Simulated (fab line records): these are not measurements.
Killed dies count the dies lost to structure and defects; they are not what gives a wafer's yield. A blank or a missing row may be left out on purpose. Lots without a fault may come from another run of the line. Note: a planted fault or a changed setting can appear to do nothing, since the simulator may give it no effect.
The tool behind it: which one? | flow n5 finfet | Sampling: 8 lots, 24 wafers, 5 of 1938 route steps

== WHAT THE GAUGES SHOWED, per wafer ==
N5_BEOL_M4_RC_MEAS_101. Usual: DIBL_N 36.3 mV/V, standard deviation 1.8; DIBL_P 36.5 mV/V, standard deviation 2.1; IOFF_N 0.16 nA/um, standard deviation 0.031; IOFF_P 0.22 nA/um, standard deviation 0.038; ION_N 677 uA/um, standard deviation 12; ION_P 466 uA/um, standard deviation 7.8; SS_N 71.5 mV/dec, standard deviation 0.61; SS_P 73.2 mV/dec, standard deviation 0.7; VT_N 249 mV, standard deviation 3; VT_P -248.9 mV, standard deviation 3.
lot  | measured     | on        | DIBL_N (mV/V)  | DIBL_P (mV/V)  | IOFF_N (nA/um) | IOFF_P (nA/um) | ION_N (uA/um) | ION_P (uA/um) | SS_N (mV/dec)  | SS_P (mV/dec)  | VT_N (mV)   | VT_P (mV)            | flag
L712 | day 9 09:10  | prober-02 | 35.9 36.7 36.4 | 36.8 37.7 37.2 | 0.15 0.17 0.16 | 0.20 0.22 0.20 | 667 664 687   | 456 459 463   | 72.2 72.4 71.9 | 73.3 73.4 73.5 | 250 252 248 | -249.2 -251.5 -251.7 |
L713 | day 9 15:04  | prober-02 | 38.6 36.0 37.0 | 37.6 36.0 36.9 | 0.19 0.16 0.17 | 0.25 0.23 0.23 | 681 691 694   | 468 473 472   | 71.4 71.2 70.9 | 74.4 73.8 73.6 | 248 247 248 | -248.4 -246.6 -249.9 |
L717 | day 10 10:07 | prober-02 | 36.3 34.8 38.2 | 36.3 34.0 39.1 | 0.14 0.12 0.18 | 0.18 0.15 0.22 | 665 664 693   | 455 455 465   | 71.3 71.0 70.9 | 73.1 72.9 74.1 | 252 256 249 | -255.5 -258.4 -252.0 |
L718 | day 10 18:19 | prober-02 | 34.3 34.2 34.7 | 34.6 35.0 35.8 | 0.14 0.15 0.14 | 0.21 0.21 0.21 | 661 677 662   | 460 472 460   | 71.6 71.1 72.2 | 73.9 73.3 73.0 | 251 250 252 | -247.7 -246.4 -247.3 |
L719 | day 10 20:47 | prober-01 | 39.5 37.6 40.1 | 38.0 36.5 38.6 | 0.17 0.16 0.18 | 0.22 0.22 0.23 | 673 673 686   | 458 468 466   | 72.5 71.8 72.8 | 74.0 72.9 74.0 | 249 250 250 | -249.8 -250.6 -247.5 |
L720 | day 11 08:43 | prober-02 | 35.6 35.2 36.9 | 34.6 34.5 36.5 | 0.15 0.15 0.18 | 0.21 0.21 0.25 | 664 675 675   | 460 466 463   | 70.8 70.6 71.5 | 72.6 73.3 73.8 | 251 250 248 | -247.7 -248.2 -245.0 |
L721 | day 11 09:18 | prober-01 | 37.9 34.4 35.5 | 38.5 33.2 34.8 | 0.17 0.11 0.13 | 0.26 0.18 0.20 | 681 655 670   | 468 456 465   | 71.8 70.1 70.9 | 73.0 71.7 72.9 | 249 257 253 | -246.4 -253.3 -249.0 |
L731 | day 14 04:28 | prober-01 | 36.1 36.2 36.2 | 36.8 36.5 37.3 | 0.17 0.16 0.16 | 0.23 0.23 0.25 | 682 682 683   | 469 475 467   | 71.8 71.7 71.4 | 73.2 72.9 73.1 | 248 248 249 | -249.1 -246.7 -244.5 |

== EACH LOT AND THE TOOL THAT RAN IT (in order: tool; ch and the chambers of the sampled wafers; start) ==
lot  | N5_FIN_SAQP_HM_DEP_03          | N5_FIN_SAQP_ETCH_52               | N5_FIN_SAQP_MANDREL_ETCH_22     | N5_FIN_SAQP_MANDREL1_REMOVE_56
L712 | pecvd-02 ch 0,2, day 2 14:55   | rie diel-02 ch 0,2,3, day 2 15:52 | rie si-06 ch 2,3, day 2 16:04   | rie si-01 ch 0,1, day 2 17:46
L713 | pecvd-03 ch 0,2, day 2 20:34   | rie diel-02 ch 0,1,3, day 2 21:44 | rie si-06 ch 0,1, day 2 21:55   | rie si-01 ch 1,2,3, day 2 23:46
L717 | pecvd-04 ch 1,2, day 3 21:08   | rie diel-05 ch 1,2,3, day 3 22:12 | rie si-03 ch 0,1, day 3 22:23   | rie si-01 ch 1,2, day 4 00:36
L718 | pecvd-03 ch 0,1,2, day 4 04:07 | rie diel-01 ch 0,1,3, day 4 05:11 | rie si-03 ch 0,1,3, day 4 05:22 | rie si-06 ch 1,2,3, day 4 07:01
L719 | pecvd-04 ch 0,2, day 4 09:43   | rie diel-02 ch 0,2, day 4 10:43   | rie si-03 ch 0,1, day 4 10:55   | rie si-01 ch 2,3, day 4 12:31
L720 | pecvd-04 ch 0,1,2, day 4 16:55 | rie diel-02 ch 0,1,2, day 4 17:52 | rie si-03 ch 2,3, day 4 18:04   | rie si-01 ch 0,1,2, day 4 21:01
L721 | pecvd-02 ch 0,2, day 4 21:23   | rie diel-05 ch 2,3, day 4 22:28   | rie si-01 ch 0,2, day 4 22:40   | rie si-01 ch 0,2, day 5 00:58
L731 | pecvd-04 ch 0,1,2, day 7 08:50 | rie diel-02 ch 1,2,3, day 7 09:49 | rie si-03 ch 0,2,3, day 7 10:00 | rie si-06 ch 0,1,2, day 7 11:42
- N5_FIN_SAQP_HM_DEP_03: deposits SiNx from SiH4/NH3/N2, target thk 38 nm, time 33.6 s.
- N5_FIN_SAQP_ETCH_52: etches SOC in N2/H2, target depth 100 nm, overetch 20 nm, time 150 s.
- N5_FIN_SAQP_MANDREL_ETCH_22: etches a-Si in HBr/Cl2, stops on SiNx, target depth 60 nm, bt time 10 s, time 30 s.
- N5_FIN_SAQP_MANDREL1_REMOVE_56: chemistry HBr/Cl2/O2, target a-Si, stops on SiNx, bt time 10 s.

== AS READ BY THE TOOLS THEMSELVES (means over the sampled wafers that have a number; for cases with no such wafer, the mark the record gives instead) ==
N5_FIN_SAQP_HM_DEP_03. Usual: heater power outer w 463 W, standard deviation 51; heater power w 793 W, standard deviation 75; rf fwd power W 297.3 W, standard deviation 1.2; showerhead plenum p Torr 5.16 Torr, standard deviation 0.083; throttle valve pct 39.0 %, standard deviation 1.1.
lot  | tool     | heater power outer w (W) | heater power w (W) | rf fwd power W (W) | showerhead plenum p Torr (Torr) | throttle valve pct (%) | flag
L712 | pecvd-02 | 442                      | 798                | 296.8              | 5.15                            | 38.4                   |
L713 | pecvd-03 | 437                      | 756                | 297.1              | 5.12                            | 38.0                   |
L717 | pecvd-04 | 431                      | 750                | 296.9              | 5.12                            | 40.3                   |
L718 | pecvd-03 | 429                      | 734                | 297.0              | 5.19                            | 38.5                   |
L719 | pecvd-04 | 501                      | 824                | 299.1              | 5.17                            | 40.2                   |
L720 | pecvd-04 | 458                      | 778                | 297.1              | 5.14                            | 40.8                   |
L721 | pecvd-02 | 497                      | 858                | 297.6              | 5.14                            | 38.6                   |
L731 | pecvd-04 | 457                      | 775                | 297.0              | 5.14                            | 40.8                   |

N5_FIN_SAQP_ETCH_52. Usual: drypump motor current A 6.0 A, standard deviation 0.52; h2 flow sccm 200.1 sccm, standard deviation 0.6; oes product au 0.69 a.u., standard deviation 0.069; rf fwd power W 837 W, standard deviation 3.1; rf vpp V 524.4 V, standard deviation 2.8; showerhead plenum p Torr 2.56 Torr, standard deviation 0.099; temp c 40.01 C, standard deviation 0.12; throttle valve pct 17.77 %, standard deviation 0.21.
lot  | tool        | drypump motor current A (A) | h2 flow sccm (sccm) | oes product au (a.u.) | rf fwd power W (W) | rf vpp V (V) | showerhead plenum p Torr (Torr) | temp c (C) | throttle valve pct (%) | flag
L712 | rie diel-02 | 5.9                         | 199.8               | 0.70                  | 839                | 524.1        | 2.55                            | 39.90      | 17.75                  |
L713 | rie diel-02 | 6.2                         | 199.7               | 0.63                  | 839                | 523.2        | 2.48                            | 40.00      | 17.76                  |
L717 | rie diel-05 | 6.1                         | 199.9               | 0.66                  | 834                | 524.0        | 2.54                            | 40.03      | 17.76                  |
L718 | rie diel-01 | 6.0                         | 200.5               | 0.76                  | 835                | 525.6        | 2.58                            | 40.01      | 17.66                  |
L719 | rie diel-02 | 6.1                         | 200.5               | 0.69                  | 838                | 526.0        | 2.63                            | 40.00      | 17.62                  |
L720 | rie diel-02 | 6.2                         | 200.2               | 0.68                  | 838                | 523.8        | 2.54                            | 40.04      | 17.76                  |
L721 | rie diel-05 | 5.8                         | 200.3               | 0.66                  | 839                | 524.5        | 2.56                            | 39.88      | 17.96                  |
L731 | rie diel-02 | 6.1                         | 200.2               | 0.80                  | 837                | 527.5        | 2.66                            | 40.05      | 17.69                  |

N5_FIN_SAQP_MANDREL_ETCH_22. Usual: drypump motor current A 5.5 A, standard deviation 0.36; oes product au 0.769 a.u., standard deviation 0.013; rf fwd power W 796.0 W, standard deviation 2.7; throttle valve pct 35.4 %, standard deviation 0.31.
lot  | tool      | drypump motor current A (A) | oes product au (a.u.) | rf fwd power W (W) | throttle valve pct (%) | flag
L712 | rie si-06 | 5.9                         | 0.783                 | 797.9              | 35.5                   |
L713 | rie si-06 | 5.2                         | 0.766                 | 795.0              | 35.2                   |
L717 | rie si-03 | 5.5                         | 0.761                 | 797.5              | 35.6                   |
L718 | rie si-03 | 5.3                         | 0.769                 | 795.0              | 35.6                   |
L719 | rie si-03 | 5.4                         | 0.758                 | 797.3              | 35.5                   |
L720 | rie si-03 | 5.4                         | 0.787                 | 796.7              | 35.5                   |
L721 | rie si-01 | 5.6                         | 0.772                 | 794.4              | 35.2                   |
L731 | rie si-03 | 5.5                         | 0.782                 | 795.8              | 35.5                   |

N5_FIN_SAQP_MANDREL1_REMOVE_56. Usual: drypump motor current A 5.5 A, standard deviation 0.38; oes product au 1.006 a.u., standard deviation 0.018; rf fwd power W 596.8 W, standard deviation 2.1; throttle valve pct 36.6 %, standard deviation 0.32.
lot  | tool      | drypump motor current A (A) | oes product au (a.u.) | rf fwd power W (W) | throttle valve pct (%) | flag
L712 | rie si-01 | 5.5                         | 0.985                 | 595.9              | 36.3                   |
L713 | rie si-01 | 5.3                         | 1.007                 | 595.6              | 36.5                   |
L717 | rie si-01 | 5.3                         | 0.997                 | 597.0              | 36.4                   |
L718 | rie si-06 | 5.7                         | 1.012                 | 597.0              | 36.5                   |
L719 | rie si-01 | 5.4                         | 1.010                 | 595.3              | 36.8                   |
L720 | rie si-01 | 5.6                         | 0.991                 | 596.3              | 36.4                   |
L721 | rie si-01 | 5.8                         | 1.005                 | 597.5              | 36.5                   |
L731 | rie si-06 | 5.4                         | 1.017                 | 597.5              | 36.5                   |

== THE ANSWER, worked out from the rows above alone ==
Rule: lot off if the mean of its wafers having a number is beyond 3 standard deviations from the usual mean. Also off: a lot with no number at a reading for which 4 or more lots have one. The other lots that the step has rows for count as sound. After the gauges, taken in route order, come the tools' own readings; for these a lot's mean is taken, as printed above. The first step at which some lot is off is used, and at that step the reading that is off furthest; a lot without a number counts as furthest.
No lot is off at any reading shown: from this, nothing can be told.

== WHAT THE SIMULATOR PUT IN ==
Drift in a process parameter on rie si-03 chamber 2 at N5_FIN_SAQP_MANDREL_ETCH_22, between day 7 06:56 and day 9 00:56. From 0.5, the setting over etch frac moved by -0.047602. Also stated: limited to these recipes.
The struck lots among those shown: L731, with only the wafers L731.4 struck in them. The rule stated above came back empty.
